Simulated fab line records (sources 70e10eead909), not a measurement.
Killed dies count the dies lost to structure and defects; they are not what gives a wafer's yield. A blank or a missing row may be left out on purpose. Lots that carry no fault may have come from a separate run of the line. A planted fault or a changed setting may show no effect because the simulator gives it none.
Which of the tools did it? + flow nand harc + 13 lots, 39 wafers sampled, at 5 steps of a route of 1159

== WHAT EACH GAUGE READ, for each wafer ==
NHARC_END_SORT_01. Usual: killed at array 29, standard deviation 10; killed at other 0.7, standard deviation 1.1; killed at periphery 3.2, standard deviation 2.2; killed dies 33, standard deviation 11; killed open 3.5, standard deviation 1.8; killed short 2.0, standard deviation 1.4.
| lot  | measured     | on        | killed at array | killed at other | killed at periphery | killed dies | killed open | killed short | flag |
|------|--------------|-----------|-----------------|-----------------|---------------------|-------------|-------------|--------------|------|
| L615 | day 20 11:44 | prober-02 | 14 20 17        | 0 0 1           | 3 3 5               | 17 23 23    | 3 5 2       | 1 5 1        |      |
| L616 | day 20 20:20 | prober-02 | 36 38 41        | 1 0 0           | 7 2 4               | 44 40 45    | 6 3 2       | 3 1 1        |      |
| L617 | day 20 18:37 | prober-01 | 24 23 25        | 0 0 1           | 6 2 2               | 30 25 28    | 6 3 0       | 4 1 3        |      |
| L620 | day 21 02:19 | prober-01 | 23 23 37        | 0 0 0           | 2 5 9               | 25 28 46    | 2 3 6       | 1 1 0        |      |
| L622 | day 21 02:30 | prober-02 | 15 26 23        | 0 0 1           | 2 2 0               | 17 28 24    | 4 2 2       | 0 1 0        |      |
| L618 | day 21 10:09 | prober-01 | 29 40 23        | 0 0 0           | 1 4 2               | 30 44 25    | 3 4 4       | 0 4 1        |      |
| L621 | day 21 18:05 | prober-01 | 24 35 26        | 3 2 1           | 4 1 4               | 31 38 31    | 5 2 6       | 0 4 4        |      |
| L619 | day 21 10:19 | prober-02 | 20 30 26        | 0 1 0           | 4 5 4               | 24 36 30    | 3 4 4       | 4 4 3        |      |
| L627 | day 22 02:04 | prober-02 | 42 54 37        | 0 0 0           | 4 0 2               | 46 54 39    | 3 0 2       | 5 3 2        |      |
| L624 | day 22 09:40 | prober-01 | 13 8 22         | 0 0 1           | 6 8 5               | 19 16 28    | 2 2 4       | 2 0 3        |      |
| L632 | day 24 06:42 | prober-01 | 15 185 6        | 0 0 2           | 2 2 1               | 17 187 9    | 6 2 2       | 5 1 1        | OFF  |
| L635 | day 24 16:58 | prober-01 | 212 39 35       | 0 0 0           | 1 1 4               | 213 40 39   | 4 7 6       | 3 2 3        | OFF  |
| L638 | day 25 08:32 | prober-02 | 34 53 34        | 2 4 2           | 4 3 4               | 40 60 40    | 5 6 6       | 3 3 3        |      |

== TOOL THAT RAN EACH LOT (tool first, then ch and the chambers of the sampled wafers, then the start) ==
| lot  | NHARC_A_CONTACT_ETCH_111             | NHARC_A_CONTACT_ETCH_112             | NHARC_A_CONTACT_ETCH_117             | NHARC_A_CONTACT_ETCH_90            |
|------|--------------------------------------|--------------------------------------|--------------------------------------|------------------------------------|
| L615 | har cap etch-02 ch 0,1, day 16 17:34 | har cap etch-02 ch 0,1, day 16 17:46 | har cap etch-02 ch 0,1, day 16 18:13 | rie diel-13 ch 1,2,3, day 16 19:23 |
| L616 | har cap etch-03 ch 0,1, day 16 20:15 | har cap etch-03 ch 0,1, day 16 20:25 | har cap etch-03 ch 0,1, day 16 20:52 | rie diel-13 ch 0,1,3, day 16 22:00 |
| L617 | har cap etch-02 ch 0,1, day 17 01:42 | har cap etch-02 ch 0,1, day 17 01:53 | har cap etch-02 ch 0,1, day 17 02:20 | rie diel-13 ch 0,1,2, day 17 03:30 |
| L620 | har cap etch-03 ch 0,1, day 17 02:09 | har cap etch-03 ch 0,1, day 17 02:21 | har cap etch-03 ch 0,1, day 17 02:48 | rie diel-07 ch 0,2,3, day 17 03:56 |
| L622 | har cap etch-03 ch 0,1, day 17 13:20 | har cap etch-03 ch 0,1, day 17 13:32 | har cap etch-03 ch 0,1, day 17 13:59 | rie diel-07 ch 0,2, day 17 15:09   |
| L618 | har cap etch-01 ch 0,1, day 17 16:38 | har cap etch-01 ch 0,1, day 17 16:50 | har cap etch-01 ch 0,1, day 17 17:17 | rie diel-13 ch 1,3, day 17 18:26   |
| L621 | har cap etch-01 ch 1, day 17 19:00   | har cap etch-01 ch 1, day 17 19:11   | har cap etch-01 ch 1, day 17 19:38   | rie diel-13 ch 0,3, day 17 20:46   |
| L619 | har cap etch-02 ch 0,1, day 17 20:06 | har cap etch-02 ch 0,1, day 17 20:18 | har cap etch-02 ch 0,1, day 17 20:46 | rie diel-13 ch 0,3, day 17 21:55   |
| L627 | har cap etch-02 ch 0,1, day 19 04:59 | har cap etch-02 ch 0,1, day 19 05:10 | har cap etch-02 ch 0,1, day 19 05:37 | rie diel-01 ch 1,2, day 19 06:46   |
| L624 | har cap etch-02 ch 0,1, day 19 08:31 | har cap etch-02 ch 0,1, day 19 08:46 | har cap etch-02 ch 0,1, day 19 09:23 | rie diel-13 ch 0,2,3, day 19 10:50 |
| L632 | har cap etch-03 ch 0,1, day 21 03:40 | har cap etch-03 ch 0,1, day 21 03:52 | har cap etch-03 ch 0,1, day 21 04:19 | rie diel-13 ch 0,2,3, day 21 05:27 |
| L635 | har cap etch-02 ch 0,1, day 21 06:41 | har cap etch-02 ch 0,1, day 21 06:50 | har cap etch-02 ch 0,1, day 21 07:17 | rie diel-13 ch 0,1,2, day 21 08:26 |
| L638 | har cap etch-01 ch 0,1, day 22 11:47 | har cap etch-01 ch 0,1, day 22 12:02 | har cap etch-01 ch 0,1, day 22 12:39 | rie diel-07 ch 0,2,3, day 22 14:05 |
- NHARC_A_CONTACT_ETCH_111: etches the open film in C4F8/O2/Ar, time 140 s, target depth 700 nm.
- NHARC_A_CONTACT_ETCH_112: etches the open film in C4F8/O2/Ar, time 94 s, target depth 922 nm.
- NHARC_A_CONTACT_ETCH_117: etches the open film in C4F8/O2/Ar, time 94 s, target depth 922 nm.
- NHARC_A_CONTACT_ETCH_90: etches the open film in CH3F/O2, target depth 40 nm, time 85.7 s.

== AS READ BY THE TOOLS THEMSELVES (means over the sampled wafers that have a number; for cases with no such wafer, the mark the record gives instead) ==
NHARC_A_CONTACT_ETCH_90. Usual: drypump motor current A 5.6 A, standard deviation 0.39; o2 flow sccm 30.00 sccm, standard deviation 0.091; oes product au 0.96 a.u., standard deviation 0.034; rf vpp V 243.5 V, standard deviation 1.5; showerhead plenum p Torr 2.41 Torr, standard deviation 0.09; throttle valve pct 20.664 %, standard deviation 0.0089.
| lot  | tool        | drypump motor current A (A) | o2 flow sccm (sccm) | oes product au (a.u.) | rf vpp V (V) | showerhead plenum p Torr (Torr) | throttle valve pct (%) | flag |
|------|-------------|-----------------------------|---------------------|-----------------------|--------------|---------------------------------|------------------------|------|
| L615 | rie diel-13 | 5.8                         | 29.95               | 1.00                  | 243.9        | 2.41                            | 20.664                 |      |
| L616 | rie diel-13 | 5.5                         | 29.96               | 0.95                  | 242.7        | 2.40                            | 20.660                 |      |
| L617 | rie diel-13 | 5.5                         | 29.95               | 0.93                  | 242.4        | 2.35                            | 20.660                 |      |
| L620 | rie diel-07 | 5.7                         | 29.97               | 0.93                  | 246.0        | 2.50                            | 20.666                 |      |
| L622 | rie diel-07 | 5.9                         | 30.08               | 0.93                  | 245.3        | 2.56                            | 20.671                 |      |
| L618 | rie diel-13 | 5.6                         | 29.96               | 0.99                  | 242.8        | 2.40                            | 20.664                 |      |
| L621 | rie diel-13 | 5.7                         | 29.99               | 1.00                  | 244.7        | 2.45                            | 20.663                 |      |
| L619 | rie diel-13 | 5.7                         | 29.88               | 1.00                  | 245.4        | 2.45                            | 20.654                 |      |
| L627 | rie diel-01 | 5.4                         | 29.94               | 0.92                  | 243.3        | 2.37                            | 20.665                 |      |
| L624 | rie diel-13 | 5.7                         | 30.06               | 1.00                  | 243.7        | 2.40                            | 20.674                 |      |
| L632 | rie diel-13 | 5.7                         | 30.00               | 0.85                  | 244.2        | 2.39                            | 20.662                 | OFF  |
| L635 | rie diel-13 | 5.6                         | 30.00               | 0.89                  | 242.8        | 2.34                            | 20.658                 |      |
| L638 | rie diel-07 | 5.7                         | 29.99               | 1.00                  | 244.1        | 2.48                            | 20.651                 |      |

== THE ANSWER, worked out from the rows above alone ==
Rule: take the mean of a lot's wafers that have a number; if it is more than 3 standard deviations from the usual mean, the lot is off. A lot without any number at a reading at which 4 lots or more have one is off too. Any other lot the step has rows for is counted as sound. First the gauges in route order, then the tools' own readings, where a lot's mean is used as printed above. The first step at which some lot is off is used, and at that step the reading that is off furthest; a lot without a number counts as furthest.
Off: L632, L635, at NHARC_END_SORT_01 (killed at array).
If a tool, at a process step before that reading, ran all the lots that are off and no sound lot after the first of them, it fits. The gauges at NHARC_END_SORT_01 are tried like those tools. Can't be told from this: 2 tools fit, rie diel-13 at NHARC_A_CONTACT_ETCH_90, prober-01 at NHARC_END_SORT_01.

== WHAT THE SIMULATOR HAD PUT IN ==
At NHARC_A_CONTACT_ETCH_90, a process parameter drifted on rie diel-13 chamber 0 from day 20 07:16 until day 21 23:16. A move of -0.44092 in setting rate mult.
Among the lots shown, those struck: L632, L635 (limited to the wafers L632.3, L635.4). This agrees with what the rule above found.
